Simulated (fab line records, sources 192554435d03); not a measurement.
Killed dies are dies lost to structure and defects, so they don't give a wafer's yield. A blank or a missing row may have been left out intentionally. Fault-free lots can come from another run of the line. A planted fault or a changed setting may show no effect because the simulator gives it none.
fab line records ; flow n5Finfet
record lots=5; wafers=15; lastDay=19
route steps=1938 shown BEOL_M4@1062 PASSIVATION@1936
lots that met no fault: taken from a fault-free run of the same line
startH: hours from the record's opening day to when the first of the lot's shown wafers began ; waitH: hours from the lot's prior step to this one ; " unchanged from the row above ; L1.1+2: one row covering several wafers at once ; - value missing, or start not given ; * or withheld: withheld ; < > ~ a bound
route shown NAME@n: NAME is a module with steps in the file, n the number in the route of the first one ; usual: mean/standard deviation taken from wafers without a fault ; same: alike in all rows ; chamber/n: place in a boat ; sites: readings site by site ; _std_site: the standard deviation of these ; _edge_site: outer sites' mean less inner sites' ; radiusMm: for every site, how far away it sits from the centre of the wafer ; mask NAME#n: copy n ; behind: the tool/chamber that last shaped the wafer ; hold: what put the lot on hold/how long, in hours/how the hold closed ; device: the n, p or np transistor that did not switch ; end of line: tests of these same wafers at the route's end ; where a step has no rows: the recipe by itself ; killed: the dies lost at the first sort to structure and to defects; this is not the yield of the wafer ; map: a wafer's dies, marking killed ones x, the rest . and places with no die _
set.NAME: the setting that was run; set.NAME@STEP: the one run at that earlier step ; model.NAME: the simulator's own value behind a step, which no gauge read
lots at some steps of the route; a table a step, a row a wafer
services: the hour from which a tool's chamber was out of use, counted from the record's first day as startH (under 0 if before that day), plus the number of hours and why
## steps
# step N5_BEOL_M4_ALD_98
# recipe material=SiO2; targetThkA=25; tempC=100; aldPrecursorFamily=BDEAS; aldCoReactant=O2-plasma; pulseTimeS=1; coReactantPulseTimeS=1; purgeTimeS=2; coReactantPurgeTimeS=2; aldCycles=17; pressureTorr=2
# usual heaterPowerW=79/9.2; precursorPulseHeightRel=0.998/0.02
# same coReactantPulseTimeS=1
lot.wafer;tool;chamber;startH;waitH;heaterPowerW;precursorPulseHeightRel
L566.1;aldSin-02;3;169.07;0.1;75;0.973
L566.3;aldSin-02;1;169.07;0.1;76;0.976
L566.4;aldSin-02;2;169.07;0.1;70;0.994
L569.3;aldSin-01;0;230.24;0.1;88;0.986
L569.4;aldSin-01;2;230.24;0.1;89;0.982
L569.6;aldSin-01;3;230.24;0.1;72;1.015
L574.2;aldSin-03;1;241.11;0.1;78;0.980
L574.5;aldSin-03;2;241.11;0.1;99;0.989
L574.6;aldSin-03;3;241.11;0.1;65;1.014
L582.2;aldSin-03;0;311.99;0.2;76;0.996
L582.3;aldSin-03;2;311.99;0.2;100;1.038
L582.6;aldSin-03;2;311.99;0.2;99;0.972
L588.4;aldSin-02;1;351.80;0.1;79;1.022
L588.5;aldSin-02;1;351.80;0.1;80;0.968
L588.6;aldSin-02;0;351.80;0.1;73;0.994
# step N5_BEOL_M4_ETCHBACK_99
# recipe chemistry=CHF3; target=SiO2; targetDepthA=50; timeS=10.4; sourceW=215; biasW=47; Ar_flow_sccm=200; CHF3_flow_sccm=12; ionEnergyEv=100; pressureMtorr=30
# step N5_BEOL_M4_ETCH_70
# recipe chemistry=N2/H2; target=SOC; targetDepthA=800; overetchA=240; maskMaterial=SiARC; tempC=40; timeS=130; ionEnergyEv=200; pressureMtorr=30; sourceW=840; biasW=150; n2FlowSccm=200; h2FlowSccm=200
# step N5_BEOL_M4_STRIP_71
# recipe chemistry=N2/H2; tempC=40; n2FlowSccm=200; h2FlowSccm=200; rfFrequencyHz=6e+07
# step N5_BEOL_M4_STRIP_78
# recipe chemistry=N2/H2; tempC=40; n2FlowSccm=200; h2FlowSccm=200; rfFrequencyHz=6e+07
# step N5_BEOL_M4_VIA_ETCH_34
# recipe chemistry=C4F6/O2; targetDepthA=694; maskMaterial=SOC; pressureMtorr=15; ionEnergyEv=250; taperDeg=4; timeS=65.9; sourceW=350; biasW=170; Ar_flow_sccm=300; C4F6_flow_sccm=10; O2_flow_sccm=10
# step N5_BEOL_M4_STRIP_83
# recipe chemistry=C4F6/O2; resist=SiARC; rfFrequencyHz=6e+07
# step N5_BEOL_M4_STRIP_36
# recipe chemistry=N2/H2; powerW=450; tempC=40; pressureMtorr=20; rfFrequencyHz=6e+07; overashFraction=0.3; biasPowerW=7; h2Frac=0.5; n2FlowSccm=200; h2FlowSccm=200
# usual drypumpMotorCurrentA=5.8/0.42; oesProductAu=0.77/0.058; rfVppV=59.2/1.3; showerheadPlenumPTorr=2.57/0.071; throttleValvePct=23.68/0.28
lot.wafer;tool;chamber;startH;waitH;drypumpMotorCurrentA;oesProductAu;rfHoursCounterH;rfVppV;showerheadPlenumPTorr;throttleValvePct
L566.1;rieDiel-06;2;179.16;0.0;5.1;0.74;174;58.8;2.64;23.68
L566.3;rieDiel-06;0;179.16;0.0;5.9;0.74;185;57.4;2.52;23.92
L566.4;rieDiel-06;3;179.16;0.0;5.9;0.76;143;59.3;2.53;23.61
L569.3;rieDiel-01;3;231.26;0.0;5.6;0.76;146;56.1;2.54;23.78
L569.4;rieDiel-01;0;231.26;0.0;5.7;0.84;80;61.8;2.68;23.83
L569.6;rieDiel-01;3;231.26;0.0;5.6;0.76;-;57.8;2.54;23.80
L574.2;rieDiel-01;0;252.69;0.0;5.7;0.83;86;60.8;2.67;23.84
L574.5;rieDiel-01;1;252.69;0.0;5.8;0.80;-;61.4;2.56;23.59
L574.6;rieDiel-01;0;252.69;0.0;5.8;0.84;-;59.7;2.67;23.85
L582.2;rieDiel-01;2;316.26;0.0;6.2;0.80;107;60.7;2.45;23.78
L582.3;rieDiel-01;3;316.26;0.0;5.6;0.73;179;58.3;2.52;23.84
L582.6;rieDiel-01;3;316.26;0.0;5.6;0.72;-;57.8;2.52;23.82
L588.4;rieDiel-01;0;353.62;0.0;5.8;0.80;118;60.1;2.66;23.89
L588.5;rieDiel-01;2;353.62;0.0;6.2;0.78;-;59.3;2.44;23.78
L588.6;rieDiel-01;3;353.62;0.0;5.6;0.72;-;61.5;2.52;23.84
# step N5_BEOL_M4_TRENCH_ETCH_37
# recipe chemistry=C4F6/O2; targetDepthA=555.55; target=SiOC; timeS=29.2; ionEnergyEv=250; pressureMtorr=30; sourceW=355; biasW=185; Ar_flow_sccm=300; C4F6_flow_sccm=10; O2_flow_sccm=10
# usual C4F6_flow_sccm=10.000/0.029; O2_flow_sccm=10.004/0.025; drypumpMotorCurrentA=5.8/0.41; oesProductAu=0.77/0.057; rfVppV=667/8.2; showerheadPlenumPTorr=2.88/0.071; throttleValvePct=20.90/0.2
lot.wafer;tool;chamber;startH;waitH;C4F6_flow_sccm;O2_flow_sccm;drypumpMotorCurrentA;oesProductAu;rfHoursCounterH;rfVppV;showerheadPlenumPTorr;throttleValvePct
L566.1;rieDiel-06;2;-;-;9.992;9.988;5.1;0.73;174;674;2.96;20.73
L566.3;rieDiel-06;0;-;-;10.058;10.016;6.0;0.73;185;652;2.82;20.99
L566.4;rieDiel-06;3;-;-;9.968;10.004;5.8;0.75;143;663;2.85;20.83
L569.3;rieDiel-01;3;-;-;9.952;9.992;5.6;0.76;146;668;2.86;21.07
L569.4;rieDiel-01;0;-;-;9.971;10.027;5.7;0.83;80;678;2.98;20.90
L569.6;rieDiel-01;3;-;-;9.985;10.002;5.6;0.76;-;669;2.86;21.05
L574.2;rieDiel-01;0;-;-;10.012;10.004;5.7;0.83;86;679;2.98;20.90
L574.5;rieDiel-01;1;-;-;10.061;10.047;5.8;0.81;-;664;2.87;20.85
L574.6;rieDiel-01;0;-;-;10.012;9.991;5.8;0.82;-;676;2.98;20.90
L582.2;rieDiel-01;2;-;-;10.024;10.011;6.2;0.79;107;661;2.76;21.07
L582.3;rieDiel-01;3;-;-;10.021;10.037;5.6;0.72;179;667;2.85;21.11
L582.6;rieDiel-01;3;-;-;9.998;9.980;5.6;0.72;-;669;2.85;21.13
L588.4;rieDiel-01;0;-;-;10.006;9.993;5.7;0.79;118;678;2.97;20.94
L588.5;rieDiel-01;2;-;-;9.988;10.027;6.2;0.77;-;661;2.75;21.07
L588.6;rieDiel-01;3;-;-;9.992;10.055;5.5;0.72;-;669;2.84;21.14
# step N5_BEOL_M4_ETCH_41
# recipe chemistry=CH3F/O2; target=SiCN; targetDepthA=299; taperDeg=2; timeS=52.5; ionEnergyEv=120; maskMaterial=TiN; pressureMtorr=30; sourceW=395; biasW=75; Ar_flow_sccm=150; CH3F_flow_sccm=30; O2_flow_sccm=20
# usual O2_flow_sccm=20.00/0.06; drypumpMotorCurrentA=5.8/0.41; oesProductAu=0.77/0.057; rfVppV=297.9/1.4; showerheadPlenumPTorr=2.02/0.053; throttleValvePct=16.37/0.19
lot.wafer;tool;chamber;startH;waitH;O2_flow_sccm;drypumpMotorCurrentA;oesProductAu;rfHoursCounterH;rfVppV;showerheadPlenumPTorr;throttleValvePct
L566.1;rieDiel-06;2;-;-;19.99;5.1;0.73;174;299.8;2.08;16.19
L566.3;rieDiel-06;0;-;-;19.97;6.0;0.73;185;296.9;1.98;16.51
L566.4;rieDiel-06;3;-;-;19.97;5.9;0.75;143;297.3;2.00;16.29
L569.3;rieDiel-01;3;-;-;20.03;5.5;0.76;146;297.5;2.01;16.51
L569.4;rieDiel-01;0;-;-;20.04;5.7;0.83;80;300.1;2.10;16.35
L569.6;rieDiel-01;3;-;-;20.03;5.5;0.76;-;296.9;2.01;16.50
L574.2;rieDiel-01;0;-;-;19.97;5.7;0.83;86;300.6;2.10;16.34
L574.5;rieDiel-01;1;-;-;19.87;5.8;0.81;-;297.9;2.02;16.32
L574.6;rieDiel-01;0;-;-;20.04;5.8;0.82;-;300.1;2.10;16.33
L582.2;rieDiel-01;2;-;-;20.02;6.2;0.80;107;295.8;1.93;16.50
L582.3;rieDiel-01;3;-;-;19.93;5.6;0.72;179;297.4;2.00;16.54
L582.6;rieDiel-01;3;-;-;20.03;5.6;0.73;-;296.8;2.00;16.56
L588.4;rieDiel-01;0;-;-;20.00;5.7;0.79;118;300.9;2.09;16.41
L588.5;rieDiel-01;2;-;-;19.99;6.2;0.78;-;296.3;1.93;16.54
L588.6;rieDiel-01;3;-;-;19.94;5.6;0.72;-;297.1;1.99;16.59
# step N5_BEOL_M4_STRIP_97
# recipe chemistry=N2/H2; timeS=10; powerW=450; tempC=40; pressureMtorr=20; rfFrequencyHz=6e+07; biasPowerW=7; n2FlowSccm=200; h2FlowSccm=200
# usual drypumpMotorCurrentA=5.8/0.42; oesProductAu=0.77/0.057; rfVppV=59.2/0.8; showerheadPlenumPTorr=2.57/0.071; throttleValvePct=23.68/0.28
lot.wafer;tool;chamber;startH;waitH;drypumpMotorCurrentA;oesProductAu;rfHoursCounterH;rfVppV;showerheadPlenumPTorr;throttleValvePct
L566.1;rieDiel-06;2;-;-;5.1;0.74;174;59.8;2.64;23.65
L566.3;rieDiel-06;0;-;-;6.0;0.74;185;59.7;2.52;23.95
L566.4;rieDiel-06;3;-;-;5.8;0.76;143;58.3;2.53;23.62
L569.3;rieDiel-01;3;-;-;5.6;0.76;146;58.4;2.54;23.79
L569.4;rieDiel-01;0;-;-;5.8;0.84;80;59.3;2.68;23.83
L569.6;rieDiel-01;3;-;-;5.6;0.76;-;59.2;2.54;23.79
L574.2;rieDiel-01;0;-;-;5.7;0.83;86;59.2;2.67;23.84
L574.5;rieDiel-01;1;-;-;5.8;0.80;-;58.8;2.56;23.63
L574.6;rieDiel-01;0;-;-;5.7;0.84;-;57.5;2.67;23.83
L582.2;rieDiel-01;2;-;-;6.2;0.80;108;57.0;2.45;23.77
L582.3;rieDiel-01;3;-;-;5.6;0.73;180;59.6;2.52;23.81
L582.6;rieDiel-01;3;-;-;5.6;0.73;-;58.6;2.52;23.84
L588.4;rieDiel-01;0;-;-;5.8;0.80;118;59.6;2.66;23.86
L588.5;rieDiel-01;2;-;-;6.3;0.78;-;59.0;2.44;23.78
L588.6;rieDiel-01;3;-;-;5.6;0.71;-;59.3;2.52;23.85
# step N5_BEOL_M4_OCD_MEAS_38
# usual trenchDepthNm=55.5/0.62
lot.wafer;tool;chamber;startH;waitH;trenchDepthNm
L566.1;ocd-01;-;179.36;-;55.6
L566.3;ocd-01;-;179.36;-;54.5
L566.4;ocd-01;-;179.36;-;54.5
L569.3;ocd-01;-;231.46;-;55.9
L569.4;ocd-01;-;231.46;-;55.7
L569.6;ocd-01;-;231.46;-;55.1
L574.2;ocd-01;-;252.88;-;55.8
L574.5;ocd-01;-;252.88;-;55.7
L574.6;ocd-01;-;252.88;-;56.1
L582.2;ocd-01;-;316.46;-;54.6
L582.3;ocd-01;-;316.46;-;54.6
L582.6;ocd-01;-;316.46;-;54.7
L588.4;ocd-01;-;353.82;-;55.9
L588.5;ocd-01;-;353.82;-;55.2
L588.6;ocd-01;-;353.82;-;55.3
# step N5_BEOL_M4_HM_STRIP_39
# recipe chemistry=peroxideTinStrip; material=TiN; targetDepthA=250; tempC=50; timeS=158
# usual runLengthS=165/3.4
lot.wafer;tool;chamber;startH;waitH;runLengthS
L566.1;wetBench-02;7;179.39;0.0;165
L566.3;wetBench-02;3;179.39;0.0;164
L566.4;wetBench-02;5;179.39;0.0;162
L569.3;wetBench-02;5;231.49;0.0;163
L569.4;wetBench-02;7;231.49;0.0;166
L569.6;wetBench-02;1;231.49;0.0;162
L574.2;wetBench-02;1;252.91;0.0;154
L574.5;wetBench-02;4;252.91;0.0;156
L574.6;wetBench-02;3;252.91;0.0;158
L582.2;wetBench-04;2;316.49;0.0;162
L582.3;wetBench-04;1;316.49;0.0;162
L582.6;wetBench-04;6;316.49;0.0;162
L588.4;wetBench-05;7;353.84;0.0;169
L588.5;wetBench-05;6;353.84;0.0;169
L588.6;wetBench-05;3;353.84;0.0;171
# step N5_BEOL_M4_SRD_40
# recipe timeS=30; tempC=23; rinseLiquid=diw; dry=ipaMarangoni
# step N5_BEOL_M4_RC_MEAS_101
# usual DIBL_N=36.5/1.2; DIBL_P=36.5/1.6; IOFF_N=0.162/0.023; IOFF_P=0.221/0.03; ION_N=678/8; ION_P=466/6.3; SS_N=71.6/0.46; SS_P=73.3/0.57; VT_N=249.2/2.6; VT_P=-249/3.3
lot.wafer;tool;chamber;startH;waitH;DIBL_N[mV/V];DIBL_P[mV/V];IOFF_N[nA/um];IOFF_P[nA/um];ION_N[uA/um];ION_P[uA/um];SS_N[mV/dec];SS_P[mV/dec];VT_N[mV];VT_P[mV]
L566.1;prober-02;0;183.65;0.2;36.7;34.6;0.143;0.196;678;464;71.0;73.4;248.6;-251
L566.3;prober-02;0;183.65;0.2;37.6;35.5;0.163;0.217;678;467;72.2;73.2;249.7;-251
L566.4;prober-02;0;183.65;0.2;38.1;36.1;0.178;0.223;683;469;71.6;73.8;248.2;-249
L569.3;prober-02;0;235.48;0.3;35.4;33.4;0.131;0.216;676;473;71.3;72.9;250.2;-246
L569.4;prober-02;0;235.48;0.3;37.0;35.5;0.156;0.242;679;471;70.9;72.6;246.5;-246
L569.6;prober-02;0;235.48;0.3;35.7;34.1;0.142;0.223;674;464;71.4;72.7;249.0;-249
L574.2;prober-02;0;257.49;0.2;36.9;37.1;0.175;0.222;688;464;71.4;73.4;249.1;-249
L574.5;prober-02;0;257.49;0.2;36.6;37.1;0.172;0.214;688;464;71.4;73.7;248.2;-254
L574.6;prober-02;0;257.49;0.2;36.4;36.7;0.159;0.211;670;462;71.0;73.2;250.0;-252
L582.2;prober-02;0;320.44;0.2;34.9;36.5;0.133;0.208;674;470;71.5;74.0;253.0;-247
L582.3;prober-02;0;320.44;0.2;34.6;36.6;0.132;0.221;677;472;71.0;73.5;251.1;-246
L582.6;prober-02;0;320.44;0.2;34.5;35.4;0.123;0.193;672;466;72.4;73.1;255.7;-250
L588.4;prober-02;0;358.34;0.5;36.3;35.3;0.180;0.254;690;472;71.7;74.0;247.8;-244
L588.5;prober-02;0;358.34;0.5;33.5;32.8;0.139;0.205;685;474;71.1;72.4;250.6;-247
L588.6;prober-02;0;358.34;0.5;36.1;35.2;0.184;0.261;698;475;71.4;72.7;244.3;-243
# step N5_PASSIVATION_PROBE_49
# usual defectLimitedYield=91.2/1.3; killed_at_M0_to_M3=34/9.2; killed_at_M4_up=14/5; killedAtContacts=13/6.7; killedAtFrontEnd=39/12; killedAtOther=4/3.3; killedDies=104/15; killedOnRim=14/3.7; killedOpen=68/12; killedShort=34/7.5; sort_bin_5_function=5.2/0.87; sort_bin_6_memory=3.3/0.63; sortNPass=1076/15; sortYieldPct=91.2/1.3
# same grossDies=1180; killedAtBackSide=0; sort_bin_4_leakage[%]=0; sort_bin_8_speed[%]=0
lot.wafer;tool;chamber;startH;waitH;defectLimitedYield[%];killed_at_M0_to_M3;killed_at_M4_up;killedAtContacts;killedAtFrontEnd;killedAtOther;killedDies;killedOnRim;killedOpen;killedShort;sort_bin_5_function[%];sort_bin_6_memory[%];sortNPass;sortYieldPct[%]
L566.1;prober-01;-;316.14;0.0;91.9;37;18;5;33;2;95;17;49;45;4.5;2.8;1085;91.9
L566.3;prober-01;-;316.24;0.1;91.8;43;8;4;37;5;97;9;53;42;4.7;3.0;1083;91.8
L566.4;prober-01;-;316.29;0.2;90.7;36;10;12;51;1;110;13;56;50;4.8;3.8;1070;90.7
L582.2;prober-02;-;439.59;0.1;89.3;43;11;12;59;1;126;19;87;33;6.7;3.5;1054;89.3
L582.3;prober-02;-;439.64;0.1;90.1;42;12;13;48;2;117;13;81;30;5.2;4.2;1063;90.1
L582.6;prober-02;-;439.79;0.3;88.9;38;11;10;67;5;131;20;82;43;6.4;4.2;1049;88.9
L588.4;prober-02;-;463.65;0.2;91.4;53;10;12;27;0;102;14;63;36;4.2;3.9;1078;91.4
L588.5;prober-02;-;463.70;0.2;91.9;39;21;8;25;2;95;8;53;38;4.7;3.1;1085;91.9
L588.6;prober-02;-;463.75;0.3;90.3;36;27;17;34;1;115;16;79;33;5.8;3.8;1065;90.3
# killed by level:class
L566.1 BEOL_M3:geometricParticle:short=11 FIN_SAQP:geometricParticle:short=9 STI_FIN_REVEAL:geometricParticle:open=9 BEOL_M4:geometricParticle:open=7 BEOL_M3:geometricParticle:open=6 BEOL_M2:geometricParticle:short=5 BEOL_M5:geometricParticle:open=5 FIN_SAQP:geometricParticle:open=4
L566.3 FIN_SAQP:geometricParticle:short=13 STI_FIN_REVEAL:geometricParticle:open=11 BEOL_M0_SAQP:geometricParticle:short=10 BEOL_M4:geometricParticle:open=8 BEOL_M0_SAQP:geometricParticle:open=7 BEOL_M2:geometricParticle:open=6 BEOL_M3:geometricParticle:short=5 BEOL_M3:geometricParticle:open=5
L566.4 BEOL_M3:geometricParticle:short=15 FIN_SAQP:geometricParticle:short=14 FIN_SAQP:geometricParticle:open=10 MOL_CONTACT_COAG:geometricParticle:open=9 STI_FIN_REVEAL:geometricParticle:open=8 BEOL_M3:geometricParticle:open=5 BEOL_M2:geometricParticle:open=4 BEOL_M2:geometricParticle:short=4
L582.2 BEOL_M2:geometricParticle:open=13 MOL_CONTACT_COAG:geometricParticle:open=12 FIN_SAQP:geometricParticle:open=9 STI_FIN_REVEAL:geometricParticle:open=9 BEOL_M0_SAQP:geometricParticle:short=9 FIN_SAQP:geometricParticle:short=8 BEOL_M3:geometricParticle:open=8 DUMMY_GATE:geometricParticle:open=7
L582.3 BEOL_M0_SAQP:geometricParticle:open=15 MOL_CONTACT_COAG:geometricParticle:open=13 FIN_SAQP:geometricParticle:open=12 FIN_SAQP:geometricParticle:short=9 STI_FIN_REVEAL:geometricParticle:open=9 BEOL_M2:geometricParticle:open=8 BEOL_M0_SAQP:geometricParticle:short=7 BEOL_M4:geometricParticle:open=5
L582.6 STI_FIN_REVEAL:geometricParticle:open=18 BEOL_M3:geometricParticle:open=13 BEOL_M0_SAQP:geometricParticle:short=9 GATE_CUT:geometricParticle:short=8 MOL_CONTACT_COAG:geometricParticle:open=8 BEOL_M4:geometricParticle:open=6 FIN_SAQP:geometricParticle:short=5 GATE_CUT:geometricParticle:open=5
L588.4 BEOL_M3:geometricParticle:open=14 BEOL_M0_SAQP:geometricParticle:open=13 BEOL_M2:geometricParticle:open=10 MOL_CONTACT_COAG:geometricParticle:open=9 BEOL_M0_SAQP:geometricParticle:short=6 FIN_SAQP:geometricParticle:short=5 GATE_CUT:geometricParticle:short=5 BEOL_M3:geometricParticle:short=5
L588.5 BEOL_M4:geometricParticle:open=12 BEOL_M0_SAQP:geometricParticle:open=8 STI_FIN_REVEAL:geometricParticle:open=7 BEOL_M0_SAQP:geometricParticle:short=7 BEOL_M4:geometricParticle:short=7 FIN_SAQP:geometricParticle:short=5 MOL_CONTACT_COAG:geometricParticle:open=5 BEOL_M3:geometricParticle:open=5
L588.6 MOL_CONTACT_COAG:geometricParticle:open=16 BEOL_M4:geometricParticle:open=13 BEOL_M0_SAQP:geometricParticle:short=12 DUMMY_GATE:geometricParticle:open=9 BEOL_M0_SAQP:geometricParticle:open=7 FIN_SAQP:geometricParticle:short=6 BEOL_M3:geometricParticle:open=6 FIN_SAQP:geometricParticle:open=5
## services
tool;chamber;startH;hours;kind
rieDiel-06;-;152.62;0.9;repair
aldSin-01;-;153.33;2.8;pm
rieDiel-01;0;161.28;4.4;repair
aldSin-02;-;165.33;2.0;repair
aldSin-02;-;176.75;14.0;pm
wetBench-04;-;182.18;3.9;repair
rieDiel-01;1;187.71;6.8;repair
aldSin-03;2;192.27;10.3;repair
aldSin-03;0;200.89;22.9;repair
rieDiel-06;1;214.42;9.5;repair
aldSin-03;2;222.71;13.7;repair
rieDiel-01;-;234.77;2.8;pm
aldSin-02;0;238.51;2.6;repair
aldSin-03;-;238.71;0.5;repair
rieDiel-06;3;258.10;3.1;repair
wetBench-02;-;259.93;0.5;repair
aldSin-03;-;277.58;0.6;repair
aldSin-02;2;281.14;17.2;repair
rieDiel-06;1;301.28;8.3;repair
rieDiel-06;-;310.71;2.8;pm
rieDiel-01;0;311.39;14.6;repair
rieDiel-01;1;323.83;2.3;repair
rieDiel-01;1;337.50;9.0;repair
aldSin-03;0;345.85;2.2;repair
## key
firstSign step=N5_BEOL_M4_HM_STRIP_39; reading=runLengthS; direction=down; sigmas=2.8; usual=*; struck=*
effect none on later readings
metAt N5_BEOL_M4_HM_STRIP_39
struckWafers L574.2,L574.5,L574.6
onsetBetween 231.49 252.91
fault kind=processParameterDrift; tool=wetBench-02; chamber=-; onsetH=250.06; steps=N5_BEOL_M4_HM_STRIP_39; channel=timeS; offset=*; shape=step; endH=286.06; actsIn=*; stated=*
